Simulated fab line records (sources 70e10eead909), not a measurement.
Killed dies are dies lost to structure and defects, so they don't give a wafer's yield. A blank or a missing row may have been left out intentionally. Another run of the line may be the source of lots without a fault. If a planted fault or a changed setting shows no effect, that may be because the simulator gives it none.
Comparing a struck lot with a sound one	flow nandHarc	17 steps out of a route of 1302
Sound: wafers L650.1, L650.2, L650.5. Struck: wafers L647.1, L647.4. (L647.3 of the same lot was not struck and is left out.) The cause comes at the end.
At each step with rows: each side's tool, then ch and its chambers, then its first start. Under that, the readings that differ: sound wafers	struck wafers	difference of the means	sigmas: that difference in standard deviations of wafers without a fault.
alike: a reading whose means differ by less than 2 such deviations, as well as words and numbers matching on both sides. not compared: withheld readings; readings where some wafer has no value; bounds like >300 that might hide an equal value; numbers whose values overlap and for which the record gives no deviation.
Wherever a step has rows on one side only, a row that says differs or no value, or a row with sigmas, the two part there. Numbers that don't overlap but have no deviation are shown without sigmas and don't part them. A reading missing from all wafers of one side parts the sides only when that side holds two or more wafers.

NHARC_A_M1_INSPECT_11:
  sound: defectInspect-01 at day 29 21:07; struck: defectInspect-02 at day 28 15:21
reading	sound	struck	difference	sigmas
rawDefectCount	165 155 176	85 76	-85	-2
then, 1 step without rows for these wafers: NHARC_A_M1_DESCUM_14 (chemistry O2, time 3 s).
NHARC_A_M1_ETCH_35: etches the open film in N2/H2, target depth 40 nm, overetch 12 nm, time 43.94 s.
  sound on rieDiel-13 ch 2,3, day 29 21:16; struck on rieDiel-13 ch 0,3, day 28 15:30
reading	sound	struck	difference	sigmas
throttleValvePct (%)	14.167 14.170 14.168	14.175 14.200	+0.019	+2
  alike: biasW, drypumpMotorCurrentA, oesProductAu, rfVppV, showerheadPlenumPTorr
  not compared: rfHoursCounterH
then, 1 step without rows for these wafers: NHARC_A_M1_ETCH_15 (etches the open film in C4F8/Ar, target depth 182.5 nm, time 91.2 s).
NHARC_A_M1_CD_MEAS_16:
  sound: cdSem-03 at day 29 21:29; struck: cdSem-02 at day 28 15:43
  alike: cdNm
NHARC_A_M1_STRIP_18: strips in N2/H2.
  sound on rieDiel-08 ch 0,1,2, day 29 21:35; struck on rieDiel-13 ch 0,3, day 28 15:47
  alike: drypumpMotorCurrentA, oesProductAu, rfVppV, showerheadPlenumPTorr, throttleValvePct
  not compared: rfHoursCounterH
NHARC_A_M1_ETCH_28: etches the open film in CF4/N2, target depth 30 nm, time 72.99 s.
  sound on rieDiel-08 ch 0,2; struck on rieDiel-13 ch 0,3
reading	sound	struck	difference	sigmas
oesProductAu (a.u.)	1.003 1.006 1.004	0.987 0.977	-0.022	-2
  alike: biasW, drypumpMotorCurrentA, rfVppV, showerheadPlenumPTorr, throttleValvePct
  not compared: rfHoursCounterH
then, 4 steps without rows for these wafers: NHARC_A_M1_STRIP_19 (strips in post etch residue remover, time 600 s); NHARC_A_M1_DEGAS_29 (time 60 s); NHARC_A_M1_PRE_CLEAN_30 (time 30 s); NHARC_A_M1_PVD_20 (deposits TaN, target thk 5 nm, time 8.06 s).
NHARC_A_M1_PVD_21: deposits Cu, target thk 30 nm, time 20.49 s.
  sound on pvdSputter-03; struck on pvdSputter-01
  alike: cathodeDcPowerW, throttleValvePct
NHARC_A_M1_ECD_22: material Cu, target thk 400 nm.
  sound on ecdCu-02 ch 0,1, day 29 22:49; struck on ecdCu-01 ch 0,1, day 28 16:51
NHARC_A_M1_ANNEAL_31: time 90 s.
  sound on rtpAnneal-01 ch 0, day 29 23:12; struck on rtpAnneal-02 ch 0, day 28 17:11
  alike: wafer_temp_C_max
NHARC_A_M1_CMP_23: polishes, t overpolish 20 s, target thk 154.34 nm.
  sound on cmp-04 ch 2,3, day 29 23:33; struck on cmp-03 ch 0,1, day 28 17:31
reading	sound	struck	difference	sigmas
timeToEndpointS (s)	27.8 32.2 27.0	42.6 43.7	+14.2	+5
  alike: motorCurrentA
NHARC_A_M1_THK_MEAS_24: measures by xrf.
  sound: filmMetro-01 at day 29 23:52; struck: filmMetro-02 at day 28 17:50
  alike: thkNm
NHARC_END_SORT_01:
  the record has rows for the sound wafers here (prober-02 ch 0, day 31 05:46) and none for the struck ones

== WHERE THEY PART ==
Earliest at NHARC_A_M1_INSPECT_11; latest, in this record, at NHARC_END_SORT_01.

WHY: whatever the simulator had introduced
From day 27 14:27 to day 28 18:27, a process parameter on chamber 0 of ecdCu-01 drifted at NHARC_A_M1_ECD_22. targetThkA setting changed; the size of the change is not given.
